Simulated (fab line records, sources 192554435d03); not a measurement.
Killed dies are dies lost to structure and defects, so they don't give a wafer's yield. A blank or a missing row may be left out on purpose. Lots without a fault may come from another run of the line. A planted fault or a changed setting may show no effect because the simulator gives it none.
Problem report in the 8D (eight disciplines) form, filled by code | flow n5_finfet | the parts of the form that need people (team, actions taken, sign-off) are left out

1. THE PROBLEM
spin_speed_rpm at N5_BEOL_M8_COAT_59 reads a mean of 1539.7 rpm on 6 wafers of 2 lots; wafers without a fault read 1500.1 rpm with a standard deviation of 1.1. That is +36 standard deviations from the usual mean.
The step: time 60 s, resist thk 100 nm.
First seen on wafer L103.3, day 14 09:22, on litho_track-01. The record holds 36 wafers of 12 lots with a number at this step. Rule for "out", or "out of limits": more than 4 standard deviations from the usual mean. The other wafers with a number count as sound.

2. WHAT IT IS AND WHAT IT IS NOT
question                    | is                     | is not
which readings at this step | spin_speed_rpm         | exhaust_pa
which lots                  | L103, L105             | L108, L985, L989, L991, L993, L994, L995, L996, L997, L999
which wafers of those lots  | all that have a number | -
read on which tools         | litho_track-01         | litho_track-02, litho_track-03
when                        | from day 14 09:22      | up to then (27 sound wafers); but 3 sound wafers of L108 came after

3. SUSPECTS, AND WHAT RULES EACH OUT
Counting: a tool at a process step up to the reading stays a suspect if it ran every lot that is out and no sound lot after the first of them.
- pvd_sputter-03 at N5_BEOL_M7_SURFACE_TREAT_79: kept. It ran every lot that is out, first L103 (day 14 05:17), and no sound lot after that; its last sound lot up to then is L997 (day 12 22:15).
- litho_track-01 at N5_BEOL_M8_COAT_59 (time 60 s, resist thk 100 nm): kept. It ran every lot that is out, first L103 (day 14 09:22), and no sound lot after that; its last sound lot up to then is L999 (day 13 22:44). Its own readings are out on those wafers: spin_speed_rpm.
Left after counting: pvd_sputter-03 at N5_BEOL_M7_SURFACE_TREAT_79, litho_track-01 at N5_BEOL_M8_COAT_59.

4. THE CAUSE (what the simulator had put in)
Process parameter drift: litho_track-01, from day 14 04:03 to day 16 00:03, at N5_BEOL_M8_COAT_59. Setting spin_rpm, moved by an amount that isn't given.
Counting left 2 suspects, and this tool is among them.

5. THE CHAIN OF EFFECTS, in route order
Each row: a reading whose mean over the struck wafers that have a number lies more than 3 standard deviations from the usual. Only readings for which the record gives a usual standard deviation are gone through. hours: the time from each lot's start at the first step in this table that gives one to its start at this step, as a median over the lots. sigmas: the change in usual standard deviations.
hours | step               | reading        | usual      | on struck wafers | change | sigmas
0     | N5_BEOL_M8_COAT_59 | spin_speed_rpm | 1500.1 rpm | 1539.7           | +39.6  | +36
The process steps in it:
- N5_BEOL_M8_COAT_59: time 60 s, resist thk 100 nm.

6. WHAT WOULD HAVE CAUGHT IT SOONER
In this record the first reading out of limits was taken at day 14 09:22, 5 hours after the fault began at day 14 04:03.
